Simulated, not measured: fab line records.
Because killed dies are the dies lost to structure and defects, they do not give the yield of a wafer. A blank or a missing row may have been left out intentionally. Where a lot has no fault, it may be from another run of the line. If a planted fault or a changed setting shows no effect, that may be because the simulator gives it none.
Matching of chambers ; flow nand_harc ; NHARC_A_STAIRCASE_DEP_301 on pecvd-04: 3 sister chambers
The step deposits SiON, target thk 30 nm. 16 wafers are shown with their chamber, then 8 later ones without.

EACH WAFER AND ITS CHAMBER
wafer;chamber;showerhead_vpp_V (V);heater_power_w (W)
L075.1;0;1155;783
L075.2;2;1180;725
L075.6;0;1156;790
L076.3;1;1207;736
L076.4;0;1164;711
L076.5;2;1189;737
L077.1;0;1146;655
L077.2;2;1201;690
L077.4;2;1198;677
L081.1;1;1193;760
L081.5;2;1193;667
L081.6;0;1161;769
L084.2;1;1209;712
L084.5;1;1194;704
L084.6;2;1179;584
L087.1;1;1196;733

SIGNATURES (means of the wafers above)
reading;chamber 0;chamber 1;chamber 2;scatter within a chamber
showerhead_vpp_V;1156.40;1199.80;1190.00;8.02
heater_power_w;741.60;729.00;680.00;48
Rule: for a wafer and a chamber, the distance is found by dividing, reading by reading, the gap between the wafer's reading and the chamber's mean by the reading's scatter, squaring, summing and taking the root. If the next closest chamber is less than 2 further off than the closest, the wafer can't be placed; otherwise it belongs to the closest. The scatter is the square root of a quotient: the sum, over the shown wafers, of each reading's squared deviation from its chamber's mean, divided by wafers minus chambers.

WAFERS MISSING THEIR CHAMBER
wafer;showerhead_vpp_V (V);heater_power_w (W)
L087.2;1160;797
L087.5;1146;776
L090.1;1194;728
L090.3;1163;809
L090.5;1167;839
L096.1;1182;705
L096.4;1142;815
L096.6;1173;678

WHICH CHAMBER EACH ONE RAN IN
wafer;from the rows above;in truth
L087.2;0;0
L087.5;0;0
L090.1;can't be placed: 1 or 2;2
L090.3;0;0
L090.5;can't be placed: 0 or 2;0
L096.1;can't be placed: 2 or 1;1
L096.4;0;0
L096.6;can't be placed: 2 or 0 or 1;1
Placed correctly: 4 of 8. From these rows, 4 cannot be placed; in 4 the true chamber is one of the candidates. 0 placed wrongly.
